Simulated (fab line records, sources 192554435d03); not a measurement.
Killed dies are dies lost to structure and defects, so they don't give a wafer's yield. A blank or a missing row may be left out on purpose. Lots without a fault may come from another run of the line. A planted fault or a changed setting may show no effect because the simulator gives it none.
Chamber matching | flow n5_finfet | N5_MIM_BOT_ETCH_ETCH_04 on rie_diel-03: 4 sister chambers
The step etches SiNx in CF4/O2, target depth 26 nm, time 13 s. 4 wafers are shown with their chamber, then 7 later ones without.

WAFERS WITH THEIR CHAMBER
wafer  | chamber | drypump_motor_current_A (A)
L868.1 | 0       | 6.3
L868.3 | 3       | 5.9
L871.1 | 2       | 5.5
L871.2 | 1       | 6.3

WAFERS WITHOUT THEIR CHAMBER
wafer  | drypump_motor_current_A (A)
L871.4 | 6.3
L873.1 | 6.3
L873.4 | 6.3
L873.6 | 5.5
L879.1 | 6.3
L879.2 | 5.9
L879.6 | 5.4

WHICH CHAMBER EACH WENT THROUGH
wafer  | from the rows above     | in truth
L871.4 | can't be placed: 0 or 1 | 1
L873.1 | can't be placed: 0 or 1 | 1
L873.4 | can't be placed: 0 or 1 | 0
L873.6 | 2                       | 2
L879.1 | can't be placed: 0 or 1 | 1
L879.2 | 3                       | 3
L879.6 | 2                       | 2
Placed correctly: 3 of 7. Can't be placed from these rows: 4 (the true chamber is among the candidates in 4). Placed wrongly: 0.
How it was worked out, from the rows above alone: a wafer's distance from a chamber is the root of the sum, over the readings, of the square of ((its reading less the chamber's mean) divided by the reading's scatter). The wafer belongs to the nearest chamber; if the next one is less than 2 further off, it can't be placed. A chamber's mean is the mean of its shown wafers. The scatter: with one shown wafer a chamber, the root of the mean of the squares of how far each hidden wafer lies from its nearest shown one.
